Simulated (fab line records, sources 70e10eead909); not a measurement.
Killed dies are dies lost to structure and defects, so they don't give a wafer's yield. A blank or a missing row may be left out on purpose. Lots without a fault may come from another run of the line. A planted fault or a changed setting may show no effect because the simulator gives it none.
Chamber matching | flow nand_harc | NHARC_A_M0_DEP_32 on pecvd-04: 3 sister chambers
The step deposits SiCN, target thk 30 nm. 3 wafers are shown with their chamber, then 11 later ones without.

WAFERS WITH THEIR CHAMBER
wafer  | chamber | showerhead_vpp_V (V)
L092.1 | 2       | 1171
L092.5 | 1       | 1383
L094.1 | 0       | 1254

WAFERS WITHOUT THEIR CHAMBER
wafer  | showerhead_vpp_V (V)
L094.2 | 1355
L094.5 | 1196
L094.3 | 1166
L094.4 | 1243
L094.6 | 1386
L093.2 | 1403
L093.4 | 1183
L093.6 | 1245
L097.1 | 1179
L097.4 | 1382
L097.5 | 1253

WHICH CHAMBER EACH WENT THROUGH
wafer  | from the rows above | in truth
L094.2 | 1                   | 1
L094.5 | 2                   | 2
L094.3 | 2                   | 2
L094.4 | 0                   | 0
L094.6 | 1                   | 1
L093.2 | 1                   | 1
L093.4 | 2                   | 2
L093.6 | 0                   | 0
L097.1 | 2                   | 2
L097.4 | 1                   | 1
L097.5 | 0                   | 0
Placed correctly: 11 of 11. Can't be placed from these rows: 0. Placed wrongly: 0.
How it was worked out, from the rows above alone: a wafer's distance from a chamber is the root of the sum, over the readings, of the square of ((its reading less the chamber's mean) divided by the reading's scatter). The wafer belongs to the nearest chamber; if the next one is less than 2 further off, it can't be placed. A chamber's mean is the mean of its shown wafers. The scatter: with one shown wafer a chamber, the root of the mean of the squares of how far each hidden wafer lies from its nearest shown one.
